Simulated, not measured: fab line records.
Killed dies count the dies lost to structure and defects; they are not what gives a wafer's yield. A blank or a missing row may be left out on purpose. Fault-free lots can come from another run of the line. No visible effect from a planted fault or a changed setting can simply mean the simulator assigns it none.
Chamber matching | flow n5_finfet | N5_BEOL_M2_ILD_DEP_00 on pecvd-03 has 3 sister chambers
The step deposits SiOC from DEMS/O2, target thk 79 nm, time 15.3 s. 3 wafers are shown with their chamber, then 8 later ones without.

WAFERS WITH THEIR CHAMBER
wafer  | chamber | throttle_valve_pct (%)
L543.1 | 0       | 13.7
L543.5 | 1       | 10.9
L549.2 | 2       | 11.0

WAFERS WHOSE CHAMBER IS MISSING
wafer  | throttle_valve_pct (%)
L549.5 | 13.5
L549.6 | 11.1
L550.2 | 11.2
L550.4 | 11.1
L550.5 | 10.9
L551.3 | 10.8
L551.4 | 13.6
L551.5 | 11.0

THE CHAMBER EACH PASSED THROUGH
wafer  | from the rows above     | in truth
L549.5 | 0                       | 0
L549.6 | can't be placed: 2 or 1 | 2
L550.2 | can't be placed: 2 or 1 | 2
L550.4 | can't be placed: 2 or 1 | 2
L550.5 | can't be placed: 1 or 2 | 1
L551.3 | can't be placed: 1 or 2 | 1
L551.4 | 0                       | 0
L551.5 | can't be placed: 2 or 1 | 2
2 of 8 placed correctly. Not placeable from these rows: 6 (in 6, the candidates include the true chamber). Placed wrongly: 0.
How it was worked out, from the rows above alone: a wafer's distance from a chamber is the root of the sum, over the readings, of the square of ((its reading less the chamber's mean) divided by the reading's scatter). The wafer belongs to the nearest chamber; if the next one is less than 2 further off, it can't be placed. A chamber's mean is the mean of its shown wafers. The scatter (one wafer shown for each chamber): square how far every hidden wafer sits from the nearest shown wafer, average those squares and take the square root.
